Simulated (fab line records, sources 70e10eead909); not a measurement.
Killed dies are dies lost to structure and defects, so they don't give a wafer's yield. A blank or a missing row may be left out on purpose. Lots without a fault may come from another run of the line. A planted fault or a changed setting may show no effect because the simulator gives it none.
Chamber matching | flow nand_harc | NHARC_A_STAIRCASE_DESCUM_219 on rie_diel-07: 4 sister chambers
The step chemistry O2, time 3 s. 4 wafers are shown with their chamber, then 12 later ones without.

WAFERS WITH THEIR CHAMBER
wafer  | chamber | drypump_motor_current_A (A)
L086.1 | 3       | 5.0
L086.5 | 2       | 5.5
L088.3 | 0       | 6.3
L088.6 | 1       | 6.1

WAFERS WITHOUT THEIR CHAMBER
wafer  | drypump_motor_current_A (A)
L089.2 | 5.0
L089.4 | 5.4
L089.6 | 5.0
L092.1 | 6.1
L092.2 | 5.4
L092.4 | 5.0
L091.3 | 5.0
L091.5 | 5.4
L091.6 | 5.0
L096.1 | 6.3
L096.2 | 5.4
L096.5 | 5.0

WHICH CHAMBER EACH WENT THROUGH
wafer  | from the rows above | in truth
L089.2 | 3                   | 3
L089.4 | 2                   | 2
L089.6 | 3                   | 3
L092.1 | 1                   | 1
L092.2 | 2                   | 2
L092.4 | 3                   | 3
L091.3 | 3                   | 3
L091.5 | 2                   | 2
L091.6 | 3                   | 3
L096.1 | 0                   | 0
L096.2 | 2                   | 2
L096.5 | 3                   | 3
Placed correctly: 12 of 12. Can't be placed from these rows: 0. Placed wrongly: 0.
How it was worked out, from the rows above alone: a wafer's distance from a chamber is the root of the sum, over the readings, of the square of ((its reading less the chamber's mean) divided by the reading's scatter). The wafer belongs to the nearest chamber; if the next one is less than 2 further off, it can't be placed. A chamber's mean is the mean of its shown wafers. The scatter: with one shown wafer a chamber, the root of the mean of the squares of how far each hidden wafer lies from its nearest shown one.
